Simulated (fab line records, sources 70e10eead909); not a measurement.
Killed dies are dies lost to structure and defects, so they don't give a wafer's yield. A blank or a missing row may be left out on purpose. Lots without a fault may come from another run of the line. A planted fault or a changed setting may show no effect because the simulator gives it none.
A struck lot beside a sound one | flow nand_harc | 22 steps out of a route of 1302
Sound: wafers L362.3, L362.5, L362.6. Struck: wafers L379.1, L379.3, L379.5. The cause comes at the end.
At each step with rows: each side's tool, then ch and its chambers, then its first start. Under that, the readings that differ: sound wafers | struck wafers | difference of the means | sigmas: that difference in standard deviations of wafers without a fault.
alike: readings whose means differ by less than 2 such deviations, and words and numbers that are the same on both sides. not compared: withheld readings, readings that some wafer has no value for, bounds like >300 that may hide the same value, and numbers for which the record gives no deviation and whose values overlap.
The two part at a step that has a row with sigmas, a row that says differs or no value, or rows on one side only. Numbers that don't overlap but have no deviation are shown without sigmas and don't part them. A reading that every wafer of one side lacks parts them only if that side has two wafers or more.

NHARC_A_BLC_CVD_24: deposits W, target thk 150 nm, time 434 s.
  sound on cvd_w-02 ch 0,1; struck on cvd_w-01 ch 0,1
  reading              | sound                | struck | difference                    | sigmas
  susceptor_temp_C (C) | 300.14 299.87 299.96 | - - -  | no value on the struck wafers |
  alike: heater_power_w, throttle_valve_pct
NHARC_A_BLC_CMP_25: polishes, t overpolish 30 s, target thk 150 nm.
  sound on cmp-04 ch 0,2,3, day 23 02:58; struck on cmp-04 ch 0,1,2, day 30 01:16
  alike: motor_current_A, overpolish_run_s, time_to_endpoint_s
then, 1 step without rows for these wafers: NHARC_A_BLC_SRD_27.
NHARC_A_BLC_INSPECT_28:
  sound on defect_inspect-01, day 23 03:17; struck on defect_inspect-02, day 30 01:38
  alike: raw_defect_count
then, 7 steps without rows for these wafers: NHARC_A_M0_DEP_00 (deposits SiOC, target thk 150 nm); NHARC_A_M0_DEHYDRATE_01 (time 120 s); NHARC_A_M0_HMDS_02 (time 30 s); NHARC_A_M0_COAT_33 (time 65 s); NHARC_A_M0_COAT_03 (resist thk 90 nm); NHARC_A_M0_SOFTBAKE_04 (time 55 s); NHARC_A_M0_EBR_05.
NHARC_A_M0_EXPOSE_06: exposes mask A M0, target cd 80 nm.
  sound on arfi_scanner-02 ch 0, day 23 04:04; struck on arfi_scanner-02 ch 0, day 30 02:23
  reading              | sound             | struck               | difference | sigmas
  exposure_dose_mJ_cm2 | 83.41 83.45 83.43 | 102.70 102.77 102.77 | +19.32     | +99 or more
  alike: mask, focus_offset_nm
then, 2 steps without rows for these wafers: NHARC_A_M0_PEB_07 (peb time 65 s); NHARC_A_M0_DEVELOP_08 (develop time 35 s).
NHARC_A_M0_CD_MEAS_09: target cd 80 nm.
  sound on cd_sem-02 ch 0, day 23 04:12; struck on cd_sem-02 ch 0, day 30 02:32
  reading    | sound          | struck         | difference | sigmas
  cd_nm (nm) | 79.4 80.6 79.4 | 94.8 93.0 92.9 | +13.8      | +15
NHARC_A_M0_OVL_MEAS_10: pitch 160 nm.
  sound on overlay-01, day 23 04:17; struck on overlay-02, day 30 02:37
  reading           | sound       | struck         | difference | sigmas
  overlay_x_nm (nm) | 0.8 0.5 0.6 | -1.5 -1.2 -0.8 | -1.8       | -2
  alike: overlay_y_nm
NHARC_A_M0_INSPECT_11:
  sound on defect_inspect-01, day 23 04:19; struck on defect_inspect-01, day 30 02:40
  alike: raw_defect_count
NHARC_A_M0_DESCUM_14: chemistry O2, time 3 s.
  sound on rie_diel-02 ch 0,1, day 23 04:23; struck on rie_diel-10 ch 1,2,3, day 30 02:44
  reading               | sound             | struck            | difference | sigmas
  model.A_M0.cd_nm (nm) | 80.35 81.18 79.55 | 95.62 92.29 92.45 | +13.09     |
  alike: drypump_motor_current_A, oes_product_au, rf_vpp_V, showerhead_plenum_p_Torr, throttle_valve_pct
  not compared: rf_hours_counter_h
NHARC_A_M0_ETCH_34: etches the open film in N2/H2, target depth 40 nm, overetch 12 nm, time 43.94 s.
  sound on rie_diel-02 ch 0,1,3, day 23 04:29; struck on rie_diel-10 ch 2,3, day 30 02:48
  reading                         | sound             | struck            | difference | sigmas
  rf_vpp_V (V)                    | 431.6 429.9 432.7 | 427.6 427.8 426.0 | -4.3       | -2
  showerhead_plenum_p_Torr (Torr) | 2.05 2.01 2.10    | 1.93 1.93 1.93    | -0.12      | -2
  alike: drypump_motor_current_A, oes_product_au, throttle_valve_pct
  not compared: rf_hours_counter_h
NHARC_A_M0_ETCH_15: etches the open film in C4F8/Ar, target depth 150 nm, overetch 15 nm, time 82.5 s.
  sound on rie_diel-02 ch 0,1,3; struck on rie_diel-10 ch 0,1
  reading               | sound             | struck            | difference | sigmas
  model.A_M0.cd_nm (nm) | 80.59 81.44 79.13 | 95.06 92.94 91.89 | +12.91     |
  alike: oes_product_au, rf_vpp_V
  not compared: rf_hours_counter_h
NHARC_A_M0_CD_MEAS_16:
  sound on cd_sem-02, day 23 04:44; struck on cd_sem-03, day 30 03:01
  reading    | sound          | struck         | difference | sigmas
  cd_nm (nm) | 80.4 81.5 78.8 | 94.9 93.0 91.5 | +12.9      | +11
NHARC_A_M0_STRIP_18: strips in N2/H2.
  sound on rie_diel-10 ch 0,1,2, day 23 04:52; struck on rie_diel-02 ch 1,2,3, day 30 03:07
  alike: drypump_motor_current_A, oes_product_au, rf_vpp_V, showerhead_plenum_p_Torr, throttle_valve_pct
  not compared: rf_hours_counter_h

WHERE THEY PART
First at NHARC_A_BLC_CVD_24; last, within this record, at NHARC_A_M0_CD_MEAS_16. Later steps at which nothing parts them and some readings are alike: NHARC_A_M0_STRIP_18.

WHY: what the simulator had put in
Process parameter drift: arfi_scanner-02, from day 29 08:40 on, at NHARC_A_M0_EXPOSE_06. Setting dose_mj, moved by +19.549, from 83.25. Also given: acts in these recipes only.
